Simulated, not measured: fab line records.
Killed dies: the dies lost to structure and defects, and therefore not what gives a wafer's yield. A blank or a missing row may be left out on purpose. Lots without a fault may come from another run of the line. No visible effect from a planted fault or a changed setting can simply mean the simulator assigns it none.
A single fault, viewed from 2 desks / flow nand_harc / every desk sees just its own numbers, and what lay behind them comes last

METROLOGY DESK
What the gauges read for every lot (on any tool): the sampled wafers with a number, averaged. The brackets show how far a lot's mean lies from the usual mean; more than 4 standard deviations puts the lot out of limits, marked OUT.
Columns: A = thk_nm at NHARC_A_ONON_D1_THK_MEAS_30, usual 1000 nm
lot=L379; first seen here=day 8 07:58; A=996
lot=L381; first seen here=day 8 16:39; A=986
lot=L380; first seen here=day 8 16:44; A=1010
lot=L382; first seen here=day 9 01:12; A=1014
lot=L383; first seen here=day 9 10:23; A=1011
lot=L385; first seen here=day 9 17:17; A=976
lot=L388; first seen here=day 10 08:21; A=994
lot=L387; first seen here=day 10 08:23; A=1592 (+64) OUT
lot=L392; first seen here=day 11 18:00; A=1593 (+64) OUT
lot=L395; first seen here=day 12 02:49; A=1004
lot=L397; first seen here=day 13 03:31; A=1003
lot=L399; first seen here=day 13 08:20; A=1008
lot=L401; first seen here=day 14 07:00; A=1001
This desk's verdict: out of limits on L387, L392, starting with L387 at day 10 08:23 (thk_nm at NHARC_A_ONON_D1_THK_MEAS_30). Within limits: L379, L381, L380, L382, L383, L385, L388, L395, L397, L399, L401.

THE DEFECT DESK
Lot by lot, what the route's inspections counted, given as the mean of those sampled wafers with a number. The brackets show how far a lot's mean lies from the usual mean; more than 4 standard deviations puts the lot out of limits, marked OUT.
Columns: A = raw_defect_count at NHARC_P_BONDPAD_INSPECT_23, usual 327; B = raw_defect_count at NHARC_A_START_INSPECT_01, usual 3.5
lot=L379; first seen here=day 6 16:59; A=373; B=2.3
lot=L381; first seen here=day 7 05:04; A=321; B=3.3
lot=L380; first seen here=day 7 08:10; A=323; B=5.7
lot=L382; first seen here=day 7 09:20; A=301; B=1.0
lot=L383; first seen here=day 7 22:40; A=280; B=4.7
lot=L385; first seen here=day 8 03:25; A=250; B=4.0
lot=L388; first seen here=day 8 21:28; A=677; B=3.7
lot=L387; first seen here=day 8 23:56; A=484; B=3.0
lot=L392; first seen here=day 10 06:42; A=261; B=2.3
lot=L395; first seen here=day 10 17:18; A=336; B=2.7
lot=L397; first seen here=day 11 17:07; A=316; B=1.7
lot=L399; first seen here=day 11 20:04; A=286; B=4.0
lot=L401; first seen here=day 12 09:19; A=276; B=2.7
This desk's verdict: no lot among the 13 shows anything out of limits.

PUT TOGETHER
At day 10 08:23 the metrology desk could have sounded an alarm, on L387, L392.
The defect desk saw nothing out of limits.
The defect desk has L387, L392 on record, within its limits.
Every lot named ran NHARC_A_ONON_D1_DEP_28 on pecvd_onon-02.

WHAT THE SIMULATOR HAD PUT IN
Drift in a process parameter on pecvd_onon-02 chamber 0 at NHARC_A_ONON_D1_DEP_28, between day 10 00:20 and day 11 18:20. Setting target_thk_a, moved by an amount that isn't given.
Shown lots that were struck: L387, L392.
Per desk, hours elapsed from the start of the fault to the first reading out of limits: for the metrology desk, 8.
